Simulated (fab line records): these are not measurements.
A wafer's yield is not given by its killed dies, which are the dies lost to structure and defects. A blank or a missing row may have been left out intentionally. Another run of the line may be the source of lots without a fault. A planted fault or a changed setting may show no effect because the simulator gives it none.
fab line records + flow nand-harc
record
- lots=12
- wafers=36
- last-day=33
route steps=1302 shown A_CHANNEL_FILL_D1@508 A_DECK1_JOINT@518 END@1302
lots untouched by any fault: they come from a run of this same line in which no faults occurred
start-h: start of the lot's first displayed wafer, in hours after the record's first day + wait-h: hours from the lot's prior step to this one + " the same as in the row above + L1.1+2: a single row standing in for several wafers + - value missing, or start not given + * or withheld: withheld + < > ~ a bound
route shown NAME@n: NAME is a module with steps in the file, n the number in the route of the first one + usual: average and standard deviation across the fault-free wafers + same: alike in all rows + chamber/n: place in a boat + sites: readings site by site + _std_site: standard deviation across them + _edge_site: inner sites' mean taken away from outer sites' mean + radius-mm: how far each site lies from the wafer's centre + mask NAME#n: copy n + behind: the tool/chamber that last shaped the wafer + hold: why the lot was held/for how many hours/how that ended + device: transistor that didn't switch, given as n, p or np + end of line: the route-end tests of the same wafers + for a step that has no rows: nothing shown but its recipe + killed: not the wafer's yield, but the dies lost to structure and defects at the first sort + map: a wafer's dies, x killed, . not, _ none there
set.NAME: the setting the step ran with; set.NAME@STEP: the setting that earlier step ran with + model.NAME: the simulator's own value behind a step, which no gauge read
a sample of lots followed through the steps of the route, with each step as a table and each wafer as a row
services: when a tool's chamber went out of use (start-h, in hours from the record's first day, below 0 if earlier), for how many hours, and the reason
## steps
# step NHARC_A_CHANNEL_FILL_D1_ETCHBACK_08
# recipe
- target-depth-a=2200
- time-s=110
- c4f8-flow-sccm=20
- ar-flow-sccm=withheld
- rf-w=600
- bias-w=300
- chemistry=C4F8
# usual
- oes-product-au=0.95/0.034
- rf-vpp-V=440.6/2.5
| lot.wafer | tool        | chamber | start-h | wait-h | oes-product-au | rf-hours-counter-h | rf-vpp-V |
|-----------|-------------|---------|---------|--------|----------------|--------------------|----------|
| L757.2    | rie-diel-13 | 3       | -       | -      | 1.00           | 3.0                | 444.0    |
| L757.3    | "           | 0       | "       | "      | 1.00           | 3.2                | 443.5    |
| L757.5    | "           | 3       | "       | "      | 1.00           | -                  | 443.2    |
| L759.1    | rie-diel-13 | 0       | -       | -      | 0.93           | 3.9                | 442.4    |
| L759.2    | "           | 2       | "       | "      | 0.92           | 4.2                | 442.1    |
| L759.4    | "           | 3       | "       | "      | 0.92           | 3.7                | 442.3    |
| L763.1    | rie-diel-07 | 1       | -       | -      | 0.92           | 10.6               | 439.6    |
| L763.3    | "           | 2       | "       | "      | 0.92           | 12.0               | 439.9    |
| L763.2    | "           | 3       | "       | "      | 0.94           | 11.6               | 440.3    |
| L760.2    | rie-diel-06 | 0       | -       | -      | 0.92           | 5.8                | 442.5    |
| L760.3    | "           | 1       | "       | "      | 0.91           | 5.1                | 440.7    |
| L760.4    | "           | 2       | "       | "      | 0.91           | 6.1                | 436.7    |
| L765.1    | rie-diel-07 | 1       | -       | -      | 1.00           | 0.1                | 440.9    |
| L765.4    | "           | 2       | "       | "      | 1.02           | 0.1                | 439.7    |
| L765.5    | "           | 1       | "       | "      | 1.00           | -                  | 438.5    |
| L764.4    | rie-diel-13 | 1       | -       | -      | 1.00           | 7.0                | 437.5    |
| L764.3    | "           | 0       | "       | "      | 1.00           | 6.6                | 444.4    |
| L764.5    | "           | 1       | "       | "      | 1.00           | -                  | 437.9    |
| L766.3    | rie-diel-07 | 2       | -       | -      | 0.93           | 0.8                | 440.5    |
| L766.2    | "           | 0       | "       | "      | 0.93           | 1.0                | 436.6    |
| L766.5    | "           | 1       | "       | "      | 0.92           | -                  | 438.5    |
| L769.1    | rie-diel-07 | 2       | -       | -      | 0.94           | 2.9                | 440.3    |
| L769.4    | "           | 0       | "       | "      | 0.94           | 2.6                | 436.3    |
| L769.3    | "           | 1       | "       | "      | 0.93           | 2.7                | 439.1    |
| L773.4    | rie-diel-13 | 0       | -       | -      | 0.94           | 1.6                | 443.8    |
| L773.2    | "           | 1       | "       | "      | 0.94           | 1.5                | 439.0    |
| L773.5    | "           | 3       | "       | "      | 0.91           | -                  | 443.1    |
| L777.3    | rie-diel-06 | 0       | -       | -      | 0.92           | 7.3                | 443.1    |
| L777.2    | "           | 2       | "       | "      | 0.91           | 8.8                | 437.1    |
| L777.4    | "           | 0       | "       | "      | 0.92           | -                  | 441.3    |
| L778.2    | rie-diel-06 | 0       | -       | -      | 0.92           | 7.6                | 442.2    |
| L778.1    | "           | 2       | "       | "      | 0.91           | 9.0                | 435.4    |
| L778.5    | "           | 0       | "       | "      | 0.93           | -                  | 440.7    |
| L779.1    | rie-diel-07 | 1       | -       | -      | 0.92           | 8.9                | 437.6    |
| L779.3    | "           | 3       | "       | "      | 0.94           | 7.7                | 440.9    |
| L779.2    | "           | 0       | "       | "      | 0.93           | 8.8                | 436.7    |
# step NHARC_A_DECK1_JOINT_ETCHBACK_07
# recipe
- target-depth-a=1050
- time-s=26.9
- hbr-flow-sccm=150
- rf-w=350
- icp-w=350
- bias-w=60
- chemistry=HBr
# usual
- drypump-motor-current-A=6.0/0.51
- hbr-flow-sccm=150.0/0.42
- he-backside-leak-sccm=2.57/0.19
- oes-product-au=1.002/0.01
- throttle-valve-pct=23.266/0.0093
| lot.wafer | tool      | chamber | start-h | wait-h | drypump-motor-current-A | hbr-flow-sccm | he-backside-leak-sccm | oes-product-au | rf-hours-counter-h | throttle-valve-pct |
|-----------|-----------|---------|---------|--------|-------------------------|---------------|-----------------------|----------------|--------------------|--------------------|
| L757.3    | rie-si-05 | 0       | 244.17  | 0.1    | 6.0                     | 149.7         | 2.53                  | 0.998          | 0.71               | 23.268             |
| L757.2    | "         | 2       | "       | "      | 6.8                     | 149.7         | 2.58                  | 0.998          | 0.69               | 23.272             |
| L757.5    | "         | 0       | "       | "      | 5.9                     | 149.6         | 2.62                  | 0.995          | -                  | 23.250             |
| L759.1    | rie-si-05 | 1       | 256.95  | 0.1    | 5.7                     | 150.2         | 2.46                  | 1.005          | 0.84               | 23.264             |
| L759.4    | "         | 2       | "       | "      | 6.8                     | 149.5         | 2.65                  | 1.009          | 0.78               | 23.262             |
| L759.2    | "         | 3       | "       | "      | 6.5                     | 150.4         | 2.75                  | 0.996          | 0.79               | 23.269             |
| L760.2    | rie-si-03 | 3       | 296.14  | 0.1    | 5.0                     | 149.8         | 2.36                  | 1.009          | 0.33               | 23.263             |
| L760.3    | "         | 1       | "       | "      | 6.6                     | 149.8         | 2.71                  | 0.996          | 0.36               | 23.281             |
| L760.4    | "         | 2       | "       | "      | 6.0                     | 150.3         | 2.45                  | 1.013          | 0.48               | 23.253             |
| L763.3    | rie-si-04 | 3       | 296.16  | 0.1    | 5.9                     | 149.9         | 2.65                  | 1.006          | 0.75               | 23.259             |
| L763.1    | "         | 0       | "       | "      | 6.3                     | 150.1         | 3.02                  | 1.010          | 0.67               | 23.272             |
| L763.2    | "         | 2       | "       | "      | 6.1                     | 150.4         | 2.35                  | 1.005          | 0.72               | 23.279             |
| L764.3    | rie-si-05 | 3       | 314.44  | 0.1    | 6.5                     | 150.7         | 2.77                  | 0.997          | 0                  | 23.276             |
| L764.4    | "         | 0       | "       | "      | 5.9                     | 150.4         | 2.51                  | 1.020          | 0                  | 23.255             |
| L764.5    | "         | 0       | "       | "      | 5.9                     | 149.1         | 2.62                  | 1.019          | -                  | 23.276             |
| L765.4    | rie-si-04 | 3       | 314.46  | 0.1    | 5.9                     | 149.6         | 2.46                  | 1.011          | 0.95               | 23.262             |
| L765.1    | "         | 0       | "       | "      | 6.3                     | 149.9         | 2.99                  | 1.006          | 0.84               | 23.272             |
| L765.5    | "         | 2       | "       | "      | 6.1                     | 150.8         | 2.46                  | 0.991          | -                  | 23.272             |
| L766.3    | rie-si-04 | 3       | 328.43  | 0.1    | 5.9                     | 149.0         | 2.58                  | 1.010          | 1.01               | 23.277             |
| L766.2    | "         | 1       | "       | "      | 5.5                     | 150.0         | 2.64                  | 1.008          | 0.83               | 23.264             |
| L766.5    | "         | 0       | "       | "      | 6.2                     | 150.4         | 3.02                  | 1.021          | -                  | 23.263             |
| L769.1    | rie-si-03 | 1       | 348.70  | 0.1    | 6.6                     | 150.4         | 2.54                  | 0.995          | 0.64               | 23.274             |
| L769.3    | "         | 3       | "       | "      | 5.0                     | 149.9         | 2.35                  | 1.015          | 0.78               | 23.257             |
| L769.4    | "         | 0       | "       | "      | 5.1                     | 150.1         | 2.50                  | 1.008          | 0.73               | 23.262             |
| L773.4    | rie-si-05 | 3       | 399.85  | 0.1    | 6.6                     | 150.9         | 2.61                  | 0.988          | 0.53               | 23.269             |
| L773.2    | "         | 2       | "       | "      | 6.8                     | 149.9         | 2.63                  | 0.988          | 0.57               | 23.258             |
| L773.5    | "         | 0       | "       | "      | 5.9                     | 150.9         | 2.44                  | 1.008          | -                  | 23.270             |
| L777.3    | rie-si-05 | 2       | 450.97  | 0.1    | 6.8                     | 149.9         | 2.77                  | 1.014          | 0.83               | 23.265             |
| L777.2    | "         | 0       | "       | "      | 5.9                     | 150.3         | 2.48                  | 1.016          | 0.93               | 23.279             |
| L777.4    | "         | 1       | "       | "      | 5.7                     | 150.2         | 2.47                  | 0.996          | 0.92               | 23.274             |
| L778.1    | rie-si-04 | 1       | 455.75  | 0.1    | 5.5                     | 149.8         | 2.45                  | 0.998          | 0.68               | 23.270             |
| L778.2    | "         | 3       | "       | "      | 5.9                     | 150.6         | 2.48                  | 0.998          | 0.77               | 23.266             |
| L778.5    | "         | 1       | "       | "      | 5.5                     | 149.2         | 2.47                  | 0.994          | -                  | 23.279             |
| L779.3    | rie-si-04 | 0       | 460.54  | 0.1    | 6.2                     | 150.4         | 3.00                  | 1.015          | 0.68               | 23.268             |
| L779.2    | "         | 1       | "       | "      | 5.5                     | 150.4         | 2.43                  | 0.993          | 0.72               | 23.275             |
| L779.1    | "         | 3       | "       | "      | 5.9                     | 150.0         | 2.50                  | 0.997          | 0.79               | 23.289             |
# step NHARC_A_DECK1_JOINT_CVD_12
# recipe
- target-thk-a=900
- temp-c=620
- pressure-mtorr=200
- time-s=1800
- material=poly-Si
| lot.wafer  | tool          | chamber | start-h | wait-h |
|------------|---------------|---------|---------|--------|
| L757.2+3+5 | lpcvd-poly-02 | 0       | 251.64  | 2.6    |
| L759.1+2+4 | lpcvd-poly-03 | 0       | 264.22  | 2.5    |
| L760.2+3+4 | lpcvd-poly-02 | 0       | 303.59  | 2.6    |
| L763.1+2+3 | lpcvd-poly-02 | 0       | 303.59  | 2.6    |
| L764.3+4+5 | lpcvd-poly-02 | 0       | 321.90  | 2.6    |
| L765.1+4+5 | lpcvd-poly-02 | 0       | 321.90  | 2.6    |
| L766.2+3+5 | lpcvd-poly-01 | 0       | 335.87  | 2.5    |
| L766.2+3+5 | lpcvd-poly-01 | 0       | 338.67  | 0.4    |
| L769.1+3+4 | lpcvd-poly-03 | 0       | 356.00  | 2.5    |
| L769.1+3+4 | lpcvd-poly-03 | 0       | 358.84  | 0.4    |
| L773.2+4+5 | lpcvd-poly-02 | 0       | 407.30  | 2.6    |
| L773.2+4+5 | lpcvd-poly-02 | 0       | 410.09  | 0.4    |
| L777.2+3+4 | lpcvd-poly-01 | 0       | 458.41  | 2.6    |
| L778.1+2+5 | lpcvd-poly-02 | 0       | 464.28  | 3.7    |
| L779.1+2+3 | lpcvd-poly-01 | 0       | 467.98  | 2.6    |
# step NHARC_A_DECK1_JOINT_CMP_13
# recipe
- target-thk-nm=51.023
# usual
- motor-current-A=12.5/1.2
- time-to-endpoint-s=10.3/1.8
| lot.wafer | tool   | chamber | start-h | wait-h | motor-current-A | time-to-endpoint-s |
|-----------|--------|---------|---------|--------|-----------------|--------------------|
| L757.2    | cmp-01 | 1       | 254.47  | 0.4    | 14.4            | 7.7                |
| L757.3    | "      | 2       | "       | "      | 11.9            | 8.9                |
| L757.5    | "      | 1       | "       | "      | 13.8            | 7.5                |
| L759.1    | cmp-03 | 0       | 267.08  | 0.4    | 13.8            | 9.9                |
| L759.4    | "      | 1       | "       | "      | 13.9            | 10.1               |
| L759.2    | "      | 2       | "       | "      | 14.0            | 11.7               |
| L763.2    | cmp-04 | 1       | 306.43  | 0.4    | 12.3            | 8.9                |
| L763.1    | "      | 2       | "       | "      | 11.2            | 12.9               |
| L763.3    | "      | 0       | "       | "      | 11.3            | 13.5               |
| L760.4    | cmp-03 | 1       | 306.55  | 0.5    | 14.3            | 9.3                |
| L760.2    | "      | 2       | "       | "      | 14.0            | 10.9               |
| L760.3    | "      | 3       | "       | "      | 10.9            | 11.4               |
| L765.4    | cmp-04 | 2       | 324.78  | 0.4    | 11.4            | 9.5                |
| L765.1    | "      | 0       | "       | "      | 11.7            | 12.4               |
| L765.5    | "      | 3       | "       | "      | 12.6            | 13.5               |
| L764.3    | cmp-03 | 0       | 324.78  | 0.4    | 13.7            | 10.2               |
| L764.4    | "      | 2       | "       | "      | 13.7            | 9.1                |
| L764.5    | "      | 1       | "       | "      | 14.5            | 9.0                |
| L766.3    | cmp-03 | 2       | 341.98  | 0.9    | 13.9            | 20.1               |
| L766.2    | "      | 0       | "       | "      | 13.3            | 22.1               |
| L766.5    | "      | 2       | "       | "      | 14.0            | 19.0               |
| L769.4    | cmp-01 | 1       | 362.03  | 0.7    | 13.5            | 17.0               |
| L769.1    | "      | 2       | "       | "      | 12.6            | 17.3               |
| L769.3    | "      | 3       | "       | "      | 11.0            | 16.2               |
| L773.2    | cmp-03 | 2       | 413.24  | 0.7    | 13.7            | 21.5               |
| L773.4    | "      | 3       | "       | "      | 10.7            | 22.1               |
| L773.5    | "      | 1       | "       | "      | 14.4            | 22.3               |
| L777.4    | cmp-03 | 2       | 461.28  | 0.4    | 14.4            | 8.6                |
| L777.2    | "      | 3       | "       | "      | 10.5            | 7.6                |
| L777.3    | "      | 0       | "       | "      | 13.4            | 12.1               |
| L778.2    | cmp-01 | 3       | 467.08  | 0.4    | 11.0            | 10.8               |
| L778.1    | "      | 1       | "       | "      | 13.7            | 8.1                |
| L778.5    | "      | 0       | "       | "      | 11.6            | 12.4               |
| L779.1    | cmp-04 | 3       | 470.80  | 0.4    | 12.7            | 11.8               |
| L779.3    | "      | 1       | "       | "      | 12.4            | 9.2                |
| L779.2    | "      | 2       | "       | "      | 11.4            | 7.9                |
# step NHARC_A_DECK1_JOINT_DEP_16
# recipe
- target-thk-a=450
- temp-c=400
- pressure-torr=6.5
- rf-w=900
- teos-flow-sccm=161.4
- flow-sccm=2650
- target-thk-nm=45
- gas=O2
- material=SiO2
# usual
- heater-power-w=575/120
- throttle-valve-pct=15.8/0.62
| lot.wafer | tool     | chamber | start-h | wait-h | heater-power-w | throttle-valve-pct |
|-----------|----------|---------|---------|--------|----------------|--------------------|
| L757.3    | pecvd-02 | 2       | 275.62  | 0.4    | 637            | 16.1               |
| L757.2    | "        | 0       | "       | "      | 754            | 16.4               |
| L757.5    | "        | 0       | "       | "      | 780            | 16.3               |
| L759.2    | pecvd-03 | 0       | 293.97  | 0.1    | 478            | 15.7               |
| L759.1    | "        | 2       | "       | "      | 729            | 16.1               |
| L759.4    | "        | 2       | "       | "      | 736            | 16.1               |
| L763.3    | pecvd-04 | 0       | 331.83  | 0.1    | 646            | 16.9               |
| L763.1    | "        | 1       | "       | "      | 399            | 16.2               |
| L763.2    | "        | 2       | "       | "      | 494            | 14.8               |
| L760.3    | pecvd-04 | 1       | 332.01  | 0.2    | 507            | 16.3               |
| L760.2    | "        | 0       | "       | "      | 646            | 16.6               |
| L760.4    | "        | 2       | "       | "      | 391            | 14.7               |
| L765.1    | pecvd-04 | 1       | 348.35  | 0.1    | 432            | 16.3               |
| L765.4    | "        | 0       | "       | "      | 600            | 16.9               |
| L765.5    | "        | 1       | "       | "      | 433            | 16.2               |
| L764.3    | pecvd-02 | 0       | 348.35  | 0.1    | 796            | 16.5               |
| L764.4    | "        | 0       | "       | "      | 806            | 16.2               |
| L764.5    | "        | 1       | "       | "      | 515            | 15.2               |
| L766.2    | pecvd-03 | 1       | 360.77  | 0.1    | 541            | 15.8               |
| L766.3    | "        | 0       | "       | "      | 431            | 15.6               |
| L766.5    | "        | 2       | "       | "      | 746            | 16.1               |
| L769.3    | pecvd-03 | 0       | 386.42  | 0.1    | 495            | 15.3               |
| L769.1    | "        | 1       | "       | "      | 555            | 15.5               |
| L769.4    | "        | 2       | "       | "      | 654            | 15.2               |
| L773.2    | pecvd-02 | 2       | 434.45  | 0.1    | 627            | 16.1               |
| L773.4    | "        | 2       | "       | "      | 638            | 16.1               |
| L773.5    | "        | 0       | "       | "      | 807            | 16.4               |
| L777.3    | pecvd-04 | 0       | 498.78  | 0.1    | 638            | 16.6               |
| L777.2    | "        | 1       | "       | "      | 510            | 16.2               |
| L777.4    | "        | 0       | "       | "      | 643            | 16.7               |
| L778.1    | pecvd-03 | 0       | 500.31  | 0.1    | 405            | 15.8               |
| L778.2    | "        | 2       | "       | "      | 699            | 15.4               |
| L778.5    | "        | 2       | "       | "      | 713            | 15.2               |
| L779.1    | pecvd-02 | 1       | 500.41  | 0.2    | 508            | 15.0               |
| L779.2    | "        | 2       | "       | "      | 671            | 16.1               |
| L779.3    | "        | 0       | "       | "      | 666            | 16.5               |
# step NHARC_END_SORT_01
# recipe
- temp-c=25
# usual
- killed-at-array=56/21
- killed-at-other=0.8/1
- killed-at-periphery=3.6/2.8
- killed-dies=60/20
- killed-open=3.2/1.9
- killed-short=2.4/1.6
# same
- gross-dies=677
| lot.wafer | tool      | chamber | start-h | wait-h | killed-at-array | killed-at-other | killed-at-periphery | killed-dies | killed-open | killed-short |
|-----------|-----------|---------|---------|--------|-----------------|-----------------|---------------------|-------------|-------------|--------------|
| L766.2    | prober-02 | 0       | 679.58  | 2.8    | 67              | 1               | 3                   | 71          | 2           | 3            |
| L766.3    | prober-02 | 0       | 680.38  | 3.1    | 78              | 1               | 4                   | 83          | 2           | 0            |
| L766.5    | prober-02 | 0       | 681.97  | 3.7    | 59              | 2               | 3                   | 64          | 3           | 4            |
| L773.2    | prober-02 | 0       | 765.51  | 2.8    | 68              | 1               | 4                   | 73          | 4           | 3            |
| L773.4    | prober-02 | 0       | 767.10  | 3.4    | 82              | 0               | 8                   | 90          | 2           | 2            |
| L773.5    | prober-02 | 0       | 767.90  | 3.7    | 67              | 0               | 9                   | 76          | 4           | 2            |
# killed by level:class
L766.2 A_CHANNEL_HOLE_D1:chamber-film-flake=22 A_CHANNEL_HOLE_D2:chamber-film-flake=20 A_SLIT:chamber-film-flake=16 A_DECK1_JOINT:geometric-particle:short=2 A_CHANNEL_FILL_D1:chamber-film-flake=2 P_M0:geometric-particle:open=1 A_WL_FILL:geometric-particle:short=1 A_CONTACT:geometric-particle:open=1
L766.3 A_CHANNEL_HOLE_D1:chamber-film-flake=34 A_SLIT:chamber-film-flake=17 A_CHANNEL_HOLE_D2:chamber-film-flake=17 A_CONTACT:chamber-film-flake=3 P_ZERO_WELL:chamber-film-flake=2 A_STAIRCASE:chamber-film-flake=2 A_DECK1_JOINT:chamber-film-flake=2 P_M1:geometric-particle:open=1
L766.5 A_CHANNEL_HOLE_D1:chamber-film-flake=26 A_SLIT:chamber-film-flake=13 A_CHANNEL_HOLE_D2:chamber-film-flake=10 P_ZERO_WELL:chamber-film-flake=2 A_CHANNEL_FILL_D1:chamber-film-flake=2 A_CONTACT:chamber-film-flake=2 P_CONTACT:geometric-particle:short=1 A_ONON_D1:geometric-particle:short=1
L773.2 A_CHANNEL_HOLE_D1:chamber-film-flake=33 A_SLIT:chamber-film-flake=20 A_CONTACT:chamber-film-flake=4 P_GATE:chamber-film-flake=3 A_STAIRCASE:chamber-film-flake=3 A_CONTACT:geometric-particle:short=2 A_WL_FILL:chamber-film-flake=2 P_CONTACT:geometric-particle:open=1
L773.4 A_SLIT:chamber-film-flake=32 A_CHANNEL_HOLE_D1:chamber-film-flake=30 A_STAIRCASE:chamber-film-flake=5 A_SGD_CUT:chamber-film-flake=5 P_GATE:chamber-film-flake=4 A_WL_FILL:chamber-film-flake=4 A_CONTACT:chamber-film-flake=4 P_M0:geometric-particle:open=2
L773.5 A_CHANNEL_HOLE_D1:chamber-film-flake=33 A_SLIT:chamber-film-flake=17 P_GATE:chamber-film-flake=7 A_STAIRCASE:chamber-film-flake=4 A_CONTACT:chamber-film-flake=4 A_WL_FILL:chamber-film-flake=3 P_CONTACT:geometric-particle:open=2 A_SOURCE_PLATE:geometric-particle:open=1
## services
| tool        | chamber | start-h | hours | kind   |
|-------------|---------|---------|-------|--------|
| pecvd-02    | -       | 227.59  | 13.0  | pm     |
| pecvd-03    | 0       | 251.28  | 17.0  | repair |
| cmp-03      | -       | 260.06  | 4.0   | pm     |
| rie-si-05   | 0       | 277.08  | 1.1   | repair |
| rie-si-05   | 3       | 285.93  | 2.5   | repair |
| rie-diel-07 | -       | 294.20  | 9.0   | pm     |
| rie-si-05   | -       | 305.00  | 9.0   | pm     |
| rie-si-04   | -       | 342.00  | 9.0   | pm     |
| rie-diel-07 | 1       | 349.66  | 5.8   | repair |
| cmp-03      | -       | 354.16  | 0.3   | repair |
| cmp-03      | -       | 358.06  | 4.0   | pm     |
| rie-si-04   | 0       | 364.05  | 8.1   | repair |
| rie-diel-07 | -       | 368.13  | 4.0   | repair |
| cmp-03      | -       | 390.45  | 3.4   | repair |
| rie-diel-07 | 3       | 396.93  | 8.4   | repair |
| cmp-03      | -       | 400.02  | 0.4   | repair |
| rie-si-05   | 1       | 407.78  | 2.5   | repair |
| rie-si-05   | 2       | 438.02  | 4.1   | repair |
| rie-si-04   | -       | 441.75  | 0.4   | repair |
| cmp-03      | -       | 456.06  | 4.0   | pm     |
| rie-diel-07 | -       | 471.20  | 9.0   | pm     |
| cmp-03      | -       | 477.71  | 0.6   | repair |
| rie-si-05   | -       | 482.00  | 9.0   | pm     |
| rie-diel-07 | -       | 494.07  | 0.7   | repair |
## key
first-sign
- step=NHARC_A_DECK1_JOINT_CVD_12
- reading=visit
- direction=added
effect
- step=NHARC_A_DECK1_JOINT_CMP_13
- reading=time-to-endpoint-s
- direction=up
- sigmas=5.2
- usual=*
- struck=*
met-at NHARC_A_DECK1_JOINT_CVD_12
struck-lots L766,L769,L773
tester-left-out L766,L769,L773
not-acting-at NHARC_A_CHANNEL_FILL_D1_ETCHBACK_08,NHARC_A_DECK1_JOINT_ETCHBACK_07,NHARC_A_DECK1_JOINT_DEP_16
fault
- kind=repeated-step-whole
- tool=lpcvd-poly-01,lpcvd-poly-02,lpcvd-poly-03
- chamber=-
- onset-h=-
- steps=NHARC_A_DECK1_JOINT_CVD_12
- times=1
- scope=struck-lots-only
# tester-left-out: of these lots the tester's yield and bins aren't shown, on N5 and GAA mostly nor the transistor test; their killed dies are dies lost to structure and defects alone, not to doping, threshold or leakage, so they don't give the yield
